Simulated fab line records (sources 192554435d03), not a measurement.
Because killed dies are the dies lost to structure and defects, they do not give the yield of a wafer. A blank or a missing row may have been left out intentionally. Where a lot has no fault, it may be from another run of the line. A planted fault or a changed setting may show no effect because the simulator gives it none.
fab line records :: flow n5-finfet
record
  lots=5
  wafers=12
  last-day=18
route steps=1938 shown BEOL_M13@1704 BEOL_M14@1716
lots untouched by any fault: they come from a run of this same line in which no faults occurred
start-h: start of the lot's first displayed wafer, in hours after the record's first day :: wait-h: time in hours since the lot's previous step :: " as in the row above :: L1.1+2: a single row standing in for several wafers :: - no value, or no start given :: * or withheld: withheld :: < > ~ a bound
route shown NAME@n: NAME is a module with steps in the file, n the number in the route of the first one :: usual: mean and standard deviation over wafers with no fault :: same: alike in all rows :: chamber/n: place in a boat :: sites: readings site by site :: _std_site: how widely they spread, as a standard deviation :: _edge_site: outer sites' mean less inner sites' :: radius-mm: how far each site lies from the wafer's centre :: mask NAME#n: copy n :: behind: the tool/chamber that last shaped the wafer :: hold: the reason the lot was held/the length of the hold in hours/how it ended :: device: which transistor (n, p or np) failed to switch :: end of line: the tests these same wafers got at the end of their route :: a step with no rows: only its recipe :: killed: the dies lost at the first sort to structure and to defects; this is not the yield of the wafer :: map: a wafer's dies, marking killed ones x, the rest . and places with no die _
set.NAME: the setting that was run; set.NAME@STEP: the one run at that earlier step :: model.NAME: the simulator's own value behind a step, which no gauge read
a table for each step, a row for each wafer; lots at some steps of the route
services: when a tool's chamber went out of use (start-h, in hours from the record's first day, below 0 if earlier), for how many hours, and the reason
## steps
# step N5_BEOL_M13_PRE_CLEAN_42
# recipe
  gas=H2/He
  time-s=30
  temp-c=250
# step N5_BEOL_M13_SPUTTER_43
# recipe
  material=TaN
  target-thk-a=150
  temp-c=50
  bias-v=168.6
  power-w=15000
  chamber-pressure-pa=0.12
  time-s=24.19
# step N5_BEOL_M13_SPUTTER_44
# recipe
  material=Ta
  target-thk-a=100
  temp-c=50
  bias-v=80
  power-w=15000
  chamber-pressure-pa=0.07
  time-s=16.13
# step N5_BEOL_M13_SPUTTER_45
# recipe
  material=Cu
  target-thk-a=800
  temp-c=-20
  bias-v=60
  power-w=26000
  chamber-pressure-pa=0.13
  time-s=13.33
# step N5_BEOL_M13_ECD_47
# recipe
  material=Cu
  target-thk-a=9360
# step N5_BEOL_M13_ANNEAL_48
# recipe
  temp-c=225
  time-s=90
  ambient=N2
# step N5_BEOL_M13_CMP_49
# recipe
  stop-on=SiOC
  t-overpolish-s=17.1
  down-force-psi=1
  platen-rpm=50
  clearing-platen-down-force-psi=1.5
  clearing-platen-rpm=50
  post-cmp-clean=cu-alkaline
  target-thk-nm=420
  clearing-platen-pad-velocity-m-s=0.99484
  pad-velocity-m-s=0.99484
# step N5_BEOL_M13_PRE_CLEAN_52
# recipe
  gas=NH3
  time-s=15
  temp-c=withheld
  rf-power-w=300
# step N5_BEOL_M13_DEP_53
# recipe
  material=SiCN
  target-thk-a=500
  temp-c=withheld
  precursor=3MS/NH3
  pressure-torr=3
  rf-w=675
  time-s=17.8
# step N5_BEOL_M14_ILD_DEP_00
# recipe
  material=SiO2
  target-thk-a=11193
  temp-c=400
  precursor=TEOS/O2
  pressure-torr=6.5
  rf-w=900
  teos-flow-sccm=161.4
  gas=O2
  flow-sccm=2650
  time-s=237.4
# usual
  heater-power-w=583/85
  run-length-s=280.3/0.66
  showerhead-plenum-p-Torr=8.32/0.039
  throttle-valve-pct=18.5/0.74
lot.wafer: L343.1
tool: pecvd-02
chamber: 0
start-h: 327.86
wait-h: 0.0
heater-power-w: 656
run-length-s: 229.5
showerhead-plenum-p-Torr: 8.34
since-wet-clean-h: 1213
throttle-valve-pct: 18.9
model.SiO2_of_BEOL_M14_ILD_DEP_00.thk-nm: 887

lot.wafer: L343.3
tool: pecvd-02
chamber: 2
start-h: 327.86
wait-h: 0.0
heater-power-w: 661
run-length-s: 280.6
showerhead-plenum-p-Torr: 8.36
since-wet-clean-h: 459
throttle-valve-pct: 17.8
model.SiO2_of_BEOL_M14_ILD_DEP_00.thk-nm: 1112

lot.wafer: L342.1
tool: pecvd-02
chamber: 0
start-h: 335.11
wait-h: 0.0
heater-power-w: 595
run-length-s: 229.7
showerhead-plenum-p-Torr: 8.33
since-wet-clean-h: 1220
throttle-valve-pct: 19.6
model.SiO2_of_BEOL_M14_ILD_DEP_00.thk-nm: 864.8

lot.wafer: L342.3
tool: pecvd-02
chamber: 1
start-h: 335.11
wait-h: 0.0
heater-power-w: 625
run-length-s: 280.9
showerhead-plenum-p-Torr: 8.35
since-wet-clean-h: 1945
throttle-valve-pct: 19.1
model.SiO2_of_BEOL_M14_ILD_DEP_00.thk-nm: 1099

lot.wafer: L345.1
tool: pecvd-02
chamber: 0
start-h: 341.32
wait-h: 0.0
heater-power-w: 632
run-length-s: 229.2
showerhead-plenum-p-Torr: 8.32
since-wet-clean-h: 1226
throttle-valve-pct: 19.3
model.SiO2_of_BEOL_M14_ILD_DEP_00.thk-nm: 875.4

lot.wafer: L345.4
tool: pecvd-02
chamber: 1
start-h: 341.32
wait-h: 0.0
heater-power-w: 574
run-length-s: 230.3
showerhead-plenum-p-Torr: 8.35
since-wet-clean-h: -
throttle-valve-pct: 19.0
model.SiO2_of_BEOL_M14_ILD_DEP_00.thk-nm: 886

lot.wafer: L354.1
tool: pecvd-01
chamber: 2
start-h: 378.06
wait-h: 0.0
heater-power-w: 617
run-length-s: 281.3
showerhead-plenum-p-Torr: 8.31
since-wet-clean-h: 108
throttle-valve-pct: 17.6
model.SiO2_of_BEOL_M14_ILD_DEP_00.thk-nm: 1104

lot.wafer: L354.3
tool: pecvd-01
chamber: 0
start-h: 378.06
wait-h: 0.0
heater-power-w: 558
run-length-s: 280.0
showerhead-plenum-p-Torr: 8.24
since-wet-clean-h: 1444
throttle-valve-pct: 19.0
model.SiO2_of_BEOL_M14_ILD_DEP_00.thk-nm: 1094

lot.wafer: L354.4
tool: pecvd-01
chamber: 0
start-h: 378.06
wait-h: 0.0
heater-power-w: 418
run-length-s: 279.8
showerhead-plenum-p-Torr: 8.27
since-wet-clean-h: -
throttle-valve-pct: 18.5
model.SiO2_of_BEOL_M14_ILD_DEP_00.thk-nm: 1109

lot.wafer: L357.3
tool: pecvd-02
chamber: 2
start-h: 406.92
wait-h: 0.0
heater-power-w: 666
run-length-s: 280.8
showerhead-plenum-p-Torr: 8.35
since-wet-clean-h: 538
throttle-valve-pct: 17.7
model.SiO2_of_BEOL_M14_ILD_DEP_00.thk-nm: 1093

lot.wafer: L357.4
tool: pecvd-02
chamber: 1
start-h: 406.92
wait-h: 0.0
heater-power-w: 713
run-length-s: 281.4
showerhead-plenum-p-Torr: 8.37
since-wet-clean-h: -
throttle-valve-pct: 19.1
model.SiO2_of_BEOL_M14_ILD_DEP_00.thk-nm: 1109

lot.wafer: L357.6
tool: pecvd-02
chamber: 2
start-h: 406.92
wait-h: 0.0
heater-power-w: 543
run-length-s: 280.6
showerhead-plenum-p-Torr: 8.35
since-wet-clean-h: -
throttle-valve-pct: 17.9
model.SiO2_of_BEOL_M14_ILD_DEP_00.thk-nm: 1111
# step N5_BEOL_M14_THK_MEAS_01
# recipe
  reads=SiO2_of_BEOL_M14_ILD_DEP_00
# usual
  M14_ILD_THK=1117/13
lot.wafer: L343.1
tool: film-metro-02
chamber: -
start-h: 328.05
wait-h: 0.1
M14_ILD_THK[nm]: 888

lot.wafer: L343.3
tool: film-metro-02
chamber: -
start-h: 328.05
wait-h: 0.1
M14_ILD_THK[nm]: 1112

lot.wafer: L342.1
tool: film-metro-01
chamber: -
start-h: 335.30
wait-h: 0.1
M14_ILD_THK[nm]: 864

lot.wafer: L342.3
tool: film-metro-01
chamber: -
start-h: 335.30
wait-h: 0.1
M14_ILD_THK[nm]: 1099

lot.wafer: L345.1
tool: film-metro-01
chamber: -
start-h: 341.51
wait-h: 0.1
M14_ILD_THK[nm]: 876

lot.wafer: L345.4
tool: film-metro-01
chamber: -
start-h: 341.51
wait-h: 0.1
M14_ILD_THK[nm]: 886

lot.wafer: L354.1
tool: film-metro-01
chamber: -
start-h: 378.25
wait-h: 0.1
M14_ILD_THK[nm]: 1105

lot.wafer: L354.3
tool: film-metro-01
chamber: -
start-h: 378.25
wait-h: 0.1
M14_ILD_THK[nm]: 1094

lot.wafer: L354.4
tool: film-metro-01
chamber: -
start-h: 378.25
wait-h: 0.1
M14_ILD_THK[nm]: 1109

lot.wafer: L357.3
tool: film-metro-02
chamber: -
start-h: 407.11
wait-h: 0.1
M14_ILD_THK[nm]: 1093

lot.wafer: L357.4
tool: film-metro-02
chamber: -
start-h: 407.11
wait-h: 0.1
M14_ILD_THK[nm]: 1109

lot.wafer: L357.6
tool: film-metro-02
chamber: -
start-h: 407.11
wait-h: 0.1
M14_ILD_THK[nm]: 1111
# step N5_BEOL_M14_COAT_58
# recipe
  resist=BARC
  temp-c=205
  time-s=60
  spin-rpm=1500
  resist-thk-nm=89
# step N5_BEOL_M14_COAT_04
# recipe
  spin-rpm=1704
  resist-thk-nm=800
# step N5_BEOL_M14_EBR_06
# recipe
  solvent=PGMEA
  ebr-width-mm=1.5
# step N5_BEOL_M14_SOFTBAKE_05
# recipe
  temp-c=130
  time-s=60
# step N5_BEOL_M14_EXPOSE_07
# recipe
  mask-id=V13
  na=0.8
  source-shape=annular
  sigma-inner=0.5
  sigma-outer=0.8
  polarization=unpolarized
  attpsm-phase-deg=180
  dose-mj=57
# step N5_BEOL_M14_PEB_08
# recipe
  peb-temp-c=130
  peb-time-s=90
# step N5_BEOL_M14_DEVELOP_09
# recipe
  develop-time-s=45
  rinse-liquid=diw
  dry=air-spin
  dev-temp-c=21
# step N5_BEOL_M14_HARDBAKE_14
# recipe
  temp-c=130
  time-s=120
# step N5_BEOL_M14_DESCUM_15
# recipe
  chemistry=O2
  time-s=7.9
  source-power-w=50
  bias-power-w=20
  pressure-mtorr=20
  rf-frequency-hz=2.712e+07
  temp-c=40
  o2-flow-sccm=225
# step N5_BEOL_M14_ETCH_59
# recipe
  chemistry=N2/H2
  target=BARC
  target-depth-a=890
  overetch-a=267
  time-s=67.9
  ion-energy-ev=200
  pressure-mtorr=30
  source-w=840
  bias-w=150
  n2-flow-sccm=200
  h2-flow-sccm=200
# step N5_BEOL_M14_VIA_ETCH_16
# recipe
  chemistry=C4F8/O2/Ar
  target=SiO2
  he-inner-torr=15
  he-outer-torr=30
  target-depth-a=12313
  time-s=withheld
  ion-energy-ev=800
  pressure-mtorr=20
  source-w=1905
  bias-w=2040
  Ar_flow_sccm=400
  C4F8_flow_sccm=16
  O2_flow_sccm=12
  ends=cleared
# usual
  C4F8_flow_sccm=15.99/0.048
  drypump-motor-current-A=5.6/0.42
  oes-product-au=0.74/0.079
  rf-vpp-V=2226/15
  showerhead-plenum-p-Torr=3.46/0.14
  throttle-valve-pct=30.93/0.25
lot.wafer: L343.1
tool: rie-diel-06
chamber: 1
start-h: 328.86
wait-h: 0.1
C4F8_flow_sccm: 15.98
drypump-motor-current-A: 6.3
oes-product-au: 0.79
rf-vpp-V: 2227
showerhead-plenum-p-Torr: 3.63
throttle-valve-pct: 31.11
model.etch.depth-nm: 887.1
model.coat_of_BEOL_M14_COAT_04.thk-nm: 508.2

lot.wafer: L343.3
tool: rie-diel-06
chamber: 3
start-h: 328.86
wait-h: 0.1
C4F8_flow_sccm: 15.94
drypump-motor-current-A: 6.3
oes-product-au: 0.74
rf-vpp-V: 2239
showerhead-plenum-p-Torr: 3.35
throttle-valve-pct: 30.80
model.etch.depth-nm: 1112
model.coat_of_BEOL_M14_COAT_04.thk-nm: 457.8

lot.wafer: L342.1
tool: rie-diel-01
chamber: 1
start-h: 335.90
wait-h: 0.0
C4F8_flow_sccm: 16.00
drypump-motor-current-A: 5.3
oes-product-au: 0.67
rf-vpp-V: 2196
showerhead-plenum-p-Torr: 3.29
throttle-valve-pct: 31.11
model.etch.depth-nm: 864.9
model.coat_of_BEOL_M14_COAT_04.thk-nm: 515.8

lot.wafer: L342.3
tool: rie-diel-01
chamber: 0
start-h: 335.90
wait-h: 0.0
C4F8_flow_sccm: 15.97
drypump-motor-current-A: 5.0
oes-product-au: 0.82
rf-vpp-V: 2246
showerhead-plenum-p-Torr: 3.63
throttle-valve-pct: 30.59
model.etch.depth-nm: 1099
model.coat_of_BEOL_M14_COAT_04.thk-nm: 458.2

lot.wafer: L345.1
tool: rie-diel-01
chamber: 2
start-h: 341.99
wait-h: 0.0
C4F8_flow_sccm: 15.96
drypump-motor-current-A: 4.9
oes-product-au: 0.63
rf-vpp-V: 2194
showerhead-plenum-p-Torr: 3.15
throttle-valve-pct: 31.18
model.etch.depth-nm: 875.4
model.coat_of_BEOL_M14_COAT_04.thk-nm: 509.4

lot.wafer: L345.4
tool: rie-diel-01
chamber: 1
start-h: 341.99
wait-h: 0.0
C4F8_flow_sccm: 15.95
drypump-motor-current-A: 5.3
oes-product-au: 0.66
rf-vpp-V: 2196
showerhead-plenum-p-Torr: 3.29
throttle-valve-pct: 31.13
model.etch.depth-nm: 886
model.coat_of_BEOL_M14_COAT_04.thk-nm: 506.6

lot.wafer: L354.1
tool: rie-diel-01
chamber: 0
start-h: 379.02
wait-h: 0.0
C4F8_flow_sccm: 15.99
drypump-motor-current-A: 5.0
oes-product-au: 0.80
rf-vpp-V: 2245
showerhead-plenum-p-Torr: 3.62
throttle-valve-pct: 30.59
model.etch.depth-nm: 1104
model.coat_of_BEOL_M14_COAT_04.thk-nm: 458.8

lot.wafer: L354.3
tool: rie-diel-01
chamber: 1
start-h: 379.02
wait-h: 0.0
C4F8_flow_sccm: 16.07
drypump-motor-current-A: 5.3
oes-product-au: 0.65
rf-vpp-V: 2195
showerhead-plenum-p-Torr: 3.28
throttle-valve-pct: 31.14
model.etch.depth-nm: 1094
model.coat_of_BEOL_M14_COAT_04.thk-nm: 462.6

lot.wafer: L354.4
tool: rie-diel-01
chamber: 1
start-h: 379.02
wait-h: 0.0
C4F8_flow_sccm: 16.09
drypump-motor-current-A: 5.3
oes-product-au: 0.65
rf-vpp-V: 2194
showerhead-plenum-p-Torr: 3.28
throttle-valve-pct: 31.13
model.etch.depth-nm: 1109
model.coat_of_BEOL_M14_COAT_04.thk-nm: 460

lot.wafer: L357.3
tool: rie-diel-01
chamber: 1
start-h: 407.72
wait-h: 0.0
C4F8_flow_sccm: 15.94
drypump-motor-current-A: 5.3
oes-product-au: 0.64
rf-vpp-V: 2195
showerhead-plenum-p-Torr: 3.27
throttle-valve-pct: 31.13
model.etch.depth-nm: 1093
model.coat_of_BEOL_M14_COAT_04.thk-nm: 465.6

lot.wafer: L357.4
tool: rie-diel-01
chamber: 2
start-h: 407.72
wait-h: 0.0
C4F8_flow_sccm: 16.02
drypump-motor-current-A: 4.9
oes-product-au: 0.88
rf-vpp-V: 2242
showerhead-plenum-p-Torr: 3.66
throttle-valve-pct: 31.01
model.etch.depth-nm: 1109
model.coat_of_BEOL_M14_COAT_04.thk-nm: 455.8

lot.wafer: L357.6
tool: rie-diel-01
chamber: 3
start-h: 407.72
wait-h: 0.0
C4F8_flow_sccm: 15.93
drypump-motor-current-A: 5.6
oes-product-au: 0.71
rf-vpp-V: 2216
showerhead-plenum-p-Torr: 3.48
throttle-valve-pct: 31.00
model.etch.depth-nm: 1111
model.coat_of_BEOL_M14_COAT_04.thk-nm: 460.8
# step N5_BEOL_M14_STRIP_63
# recipe
  chemistry=O2
  power-w=600
  temp-c=60
  pressure-mtorr=30
  rf-frequency-hz=6e+07
  bias-power-w=0
  overash-fraction=0.3
  o2-flow-sccm=225
# step N5_BEOL_M14_STRIP_64
# recipe
  chemistry=O2
  power-w=600
  temp-c=60
  pressure-mtorr=30
  rf-frequency-hz=6e+07
  bias-power-w=0
  overash-fraction=0.3
  o2-flow-sccm=225
# step N5_BEOL_M14_STRIP_71
# recipe
  chemistry=post-etch-residue-remover
  time-s=60
  temp-c=25
  remover-ph=withheld
  remover-water-wt-pct=withheld
  remover-fluoride-wt-pct=withheld
# step N5_BEOL_M14_SRD_72
# recipe
  time-s=30
  temp-c=23
  rinse-liquid=diw
  dry=n2-spin
  spin-rpm=1500
  dry-time-s=30
# step N5_BEOL_M14_COAT_65
# recipe
  resist=SOC
  temp-c=250
  time-s=60
  spin-rpm=1500
  resist-thk-nm=450
# step N5_BEOL_M14_COAT_66
# recipe
  resist=SiARC
  temp-c=220
  time-s=60
  spin-rpm=1500
  resist-thk-nm=110
# step N5_BEOL_M14_COAT_22
# recipe
  spin-rpm=2888
  resist-thk-nm=300
# step N5_BEOL_M14_EBR_24
# recipe
  solvent=PGMEA
  ebr-width-mm=1.5
# step N5_BEOL_M14_SOFTBAKE_23
# recipe
  temp-c=130
  time-s=60
# step N5_BEOL_M14_EXPOSE_25
# recipe
  mask-id=M14
  na=0.8
  source-shape=annular
  sigma-inner=0.5
  sigma-outer=0.8
  polarization=unpolarized
  target-cd-nm=280
  dose-mj=26.6
# step N5_BEOL_M14_PEB_26
# recipe
  peb-temp-c=130
  peb-time-s=90
# step N5_BEOL_M14_DEVELOP_27
# recipe
  develop-time-s=45
  rinse-liquid=diw
  dry=air-spin
  dev-temp-c=21
# step N5_BEOL_M14_HARDBAKE_32
# recipe
  temp-c=130
  time-s=120
# step N5_BEOL_M14_CMP_49
# recipe
  stop-on=SiO2
  t-overpolish-s=5.2
  down-force-psi=2
  platen-rpm=80
  clearing-platen-down-force-psi=2
  clearing-platen-rpm=80
  post-cmp-clean=cu-alkaline
  target-thk-nm=560
  clearing-platen-pad-velocity-m-s=1.5917
  pad-velocity-m-s=1.5917
# usual
  motor-current-A=8.0/0.57
lot.wafer: L343.1
tool: cmp-02
chamber: 0
start-h: 334.85
wait-h: 0.3
motor-current-A: 7.5
model.SiO2_of_BEOL_M14_ILD_DEP_00.thk-nm: 808.2

lot.wafer: L343.3
tool: cmp-02
chamber: 1
start-h: 334.85
wait-h: 0.3
motor-current-A: 8.1
model.SiO2_of_BEOL_M14_ILD_DEP_00.thk-nm: 1033

lot.wafer: L342.3
tool: cmp-01
chamber: 1
start-h: 339.69
wait-h: 0.2
motor-current-A: 7.5
model.SiO2_of_BEOL_M14_ILD_DEP_00.thk-nm: 1018

lot.wafer: L342.1
tool: cmp-01
chamber: 0
start-h: 339.69
wait-h: 0.2
motor-current-A: 7.1
model.SiO2_of_BEOL_M14_ILD_DEP_00.thk-nm: 786.4

lot.wafer: L345.4
tool: cmp-02
chamber: 1
start-h: 346.40
wait-h: 0.1
motor-current-A: 8.1
model.SiO2_of_BEOL_M14_ILD_DEP_00.thk-nm: 807

lot.wafer: L345.1
tool: cmp-02
chamber: 3
start-h: 346.40
wait-h: 0.1
motor-current-A: 7.5
model.SiO2_of_BEOL_M14_ILD_DEP_00.thk-nm: 796

lot.wafer: L354.3
tool: cmp-02
chamber: 3
start-h: 382.12
wait-h: 0.3
motor-current-A: 7.6
model.SiO2_of_BEOL_M14_ILD_DEP_00.thk-nm: 1013

lot.wafer: L354.4
tool: cmp-02
chamber: 1
start-h: 382.12
wait-h: 0.3
motor-current-A: 8.1
model.SiO2_of_BEOL_M14_ILD_DEP_00.thk-nm: 1028

lot.wafer: L354.1
tool: cmp-02
chamber: 2
start-h: 382.12
wait-h: 0.3
motor-current-A: 8.7
model.SiO2_of_BEOL_M14_ILD_DEP_00.thk-nm: 1024

lot.wafer: L357.3
tool: cmp-04
chamber: 3
start-h: 410.50
wait-h: 0.2
motor-current-A: 8.6
model.SiO2_of_BEOL_M14_ILD_DEP_00.thk-nm: 1013

lot.wafer: L357.4
tool: cmp-04
chamber: 0
start-h: 410.50
wait-h: 0.2
motor-current-A: 8.6
model.SiO2_of_BEOL_M14_ILD_DEP_00.thk-nm: 1030

lot.wafer: L357.6
tool: cmp-04
chamber: 0
start-h: 410.50
wait-h: 0.2
motor-current-A: 8.3
model.SiO2_of_BEOL_M14_ILD_DEP_00.thk-nm: 1032
## services
tool: cmp-02
chamber: -
start-h: 304.22
hours: 8.7
kind: pm

tool: cmp-04
chamber: -
start-h: 316.18
hours: 0.8
kind: repair

tool: pecvd-02
chamber: 2
start-h: 317.09
hours: 5.0
kind: scheduled-down

tool: pecvd-02
chamber: 0
start-h: 322.09
hours: 5.5
kind: scheduled-down

tool: rie-diel-06
chamber: 0
start-h: 323.67
hours: 8.7
kind: repair

tool: cmp-02
chamber: -
start-h: 327.39
hours: 3.1
kind: repair

tool: cmp-01
chamber: -
start-h: 330.90
hours: 2.4
kind: repair

tool: rie-diel-06
chamber: -
start-h: 346.62
hours: 0.7
kind: repair

tool: cmp-01
chamber: -
start-h: 348.81
hours: 2.2
kind: repair

tool: cmp-04
chamber: -
start-h: 366.45
hours: 4.0
kind: pm

tool: cmp-04
chamber: -
start-h: 370.45
hours: -
kind: consumable-replace:conditioner

tool: cmp-04
chamber: -
start-h: 370.45
hours: -
kind: consumable-replace:pad

tool: rie-diel-06
chamber: 1
start-h: 370.57
hours: 4.1
kind: repair

tool: rie-diel-01
chamber: 2
start-h: 372.33
hours: -
kind: clean

tool: rie-diel-01
chamber: 2
start-h: 372.33
hours: -
kind: consumable-replace:focus-ring

tool: rie-diel-01
chamber: 2
start-h: 372.33
hours: -
kind: consumable-replace:showerhead

tool: rie-diel-01
chamber: 2
start-h: 372.33
hours: 19.3
kind: scheduled-down

tool: rie-diel-01
chamber: 2
start-h: 372.33
hours: 19.3
kind: vent-cycle

tool: cmp-04
chamber: -
start-h: 376.32
hours: 6.1
kind: pm

tool: cmp-02
chamber: -
start-h: 377.67
hours: 4.0
kind: pm

tool: cmp-02
chamber: -
start-h: 381.67
hours: -
kind: consumable-replace:conditioner

tool: cmp-02
chamber: -
start-h: 381.67
hours: -
kind: consumable-replace:pad

tool: pecvd-02
chamber: -
start-h: 387.02
hours: 5.5
kind: pm

tool: cmp-04
chamber: -
start-h: 396.48
hours: 5.7
kind: pm
## key
first-sign
  step=N5_BEOL_M14_ILD_DEP_00
  reading=run-length-s
  direction=down
  sigmas=76
  usual=*
  struck=*
effect
  step=N5_BEOL_M14_THK_MEAS_01
  reading=M14_ILD_THK
  direction=down
  sigmas=18
  usual=1117
  struck=879
model-effect
  step=N5_BEOL_M14_ILD_DEP_00
  value=SiO2_of_BEOL_M14_ILD_DEP_00.thk-nm
  without=1115
  struck=878.3
model-effect
  step=N5_BEOL_M14_VIA_ETCH_16
  value=etch.depth-nm
  without=1115
  struck=878.3
model-effect
  step=N5_BEOL_M14_CMP_49
  value=SiO2_of_BEOL_M14_ILD_DEP_00.thk-nm
  without=1036
  struck=799.4
met-at N5_BEOL_M14_ILD_DEP_00
struck-wafers L342.1,L343.1,L345.1,L345.4
fault
  kind=process-parameter-drift
  tool=pecvd-02
  chamber=-
  onset-h=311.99
  steps=N5_BEOL_M14_ILD_DEP_00
  channel=time-s
  offset=*
  shape=step
  end-h=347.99
  scope=struck-wafers-only
  acts-in=*
  stated=*
